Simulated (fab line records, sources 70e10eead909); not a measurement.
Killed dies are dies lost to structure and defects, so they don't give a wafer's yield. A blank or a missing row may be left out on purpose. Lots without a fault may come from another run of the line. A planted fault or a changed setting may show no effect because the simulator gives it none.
A struck lot beside a sound one | flow nand_harc | 15 steps out of a route of 1302
Sound: wafers L306.1, L306.2, L306.5. Struck: wafers L302.1, L302.2, L302.5. The cause comes at the end.
At each step with rows: each side's tool, then ch and its chambers, then its first start. Under that, the readings that differ: sound wafers | struck wafers | difference of the means | sigmas: that difference in standard deviations of wafers without a fault.
alike: readings whose means differ by less than 2 such deviations, and words and numbers that are the same on both sides. not compared: withheld readings, readings that some wafer has no value for, bounds like >300 that may hide the same value, and numbers for which the record gives no deviation and whose values overlap.
The two part at a step that has a row with sigmas, a row that says differs or no value, or rows on one side only. Numbers that don't overlap but have no deviation are shown without sigmas and don't part them. A reading that every wafer of one side lacks parts them only if that side has two wafers or more.

NHARC_A_ZERO_WELL_DESCUM_12: chemistry O2, time 3 s.
  sound on rie_diel-09 ch 0,1,2, day 13 12:28; struck on rie_diel-09 ch 0,2, day 11 16:02
  alike: chamber_pressure_mTorr, drypump_motor_current_A, oes_product_au, rf_vpp_V, showerhead_plenum_p_Torr, throttle_valve_pct
  not compared: rf_hours_counter_h
NHARC_A_ZERO_WELL_ETCH_19: etches the open film in N2/H2, target depth 80 nm, overetch 24 nm, time 87.88 s.
  sound on rie_diel-09 ch 0,1,2, day 13 12:34; struck on rie_diel-09 ch 1,2,3, day 11 16:07
  alike: chamber_pressure_mTorr, drypump_motor_current_A, oes_product_au, rf_vpp_V, showerhead_plenum_p_Torr, throttle_valve_pct
  not compared: rf_hours_counter_h
NHARC_A_ZERO_WELL_ETCH_13: etches the open film in HBr/Cl2, target depth 120 nm, time 40.1 s.
  sound on rie_si-06 ch 1,3, day 13 12:40; struck on rie_si-03 ch 1,2,3, day 11 16:13
  alike: chamber_pressure_mTorr, drypump_motor_current_A, oes_product_au, throttle_valve_pct
  not compared: rf_hours_counter_h
then, 4 steps without rows for these wafers: NHARC_A_ZERO_WELL_STRIP_14 (strips in SPM, time 900 s); NHARC_A_ZERO_WELL_IMPLANT_15; NHARC_A_ZERO_WELL_PRECLEAN_22 (cleans in SC1, time 60 s); NHARC_A_ZERO_WELL_SRD_23.
NHARC_A_ZERO_WELL_RTA_16: time 10 s.
  sound on rtp_anneal-01 ch 0, day 13 13:39; struck on rtp_anneal-02 ch 0, day 11 17:15
  reading             | sound          | struck         | difference | sigmas
  lamp_power_pct (%)  | 31.8 31.8 31.7 | 29.1 29.1 29.1 | -2.7       | -2
  lamp_zone_3_pct (%) | 31.7 31.7 31.8 | 29.1 29.1 29.1 | -2.6       | -2
  alike: wafer_temp_C_max
NHARC_A_ZERO_WELL_INSPECT_17:
  sound on defect_inspect-02, day 13 13:51; struck on defect_inspect-02, day 11 17:27
  alike: raw_defect_count
then, 2 steps without rows for these wafers: NHARC_A_SOURCE_PLATE_PRECLEAN_00 (cleans in HF-LAST, time 60 s); NHARC_A_SOURCE_PLATE_SRD_01.
NHARC_A_SOURCE_PLATE_OXIDE_02: material SiO2, target thk 10 nm, ox time 1362 s.
  sound on furnace-01 ch 0, day 13 20:43; struck on furnace-08 ch 0, day 12 00:14
  reading                  | sound          | struck         | difference | sigmas
  zone_power_lower_pct (%) | 22.1 21.8 21.8 | 17.5 17.6 17.7 | -4.3       | -3
  alike: ox_temp_c, ox_time_s
NHARC_A_SOURCE_PLATE_THK_MEAS_09: measures by ellipsometry.
  sound on film_metro-02, day 14 00:47; struck on film_metro-01, day 12 04:37
  reading     | sound       | struck         | difference | sigmas
  thk_nm (nm) | 9.5 7.9 9.6 | 15.3 15.9 16.3 | +6.8       | +6
then, 2 steps without rows for these wafers: NHARC_A_SOURCE_PLATE_PVD_04 (deposits WSi2, target thk 50 nm); NHARC_END_SORT_01.

WHERE THEY PART
First at NHARC_A_ZERO_WELL_RTA_16; last, within this record, at NHARC_A_SOURCE_PLATE_THK_MEAS_09.

WHY: what the simulator had put in
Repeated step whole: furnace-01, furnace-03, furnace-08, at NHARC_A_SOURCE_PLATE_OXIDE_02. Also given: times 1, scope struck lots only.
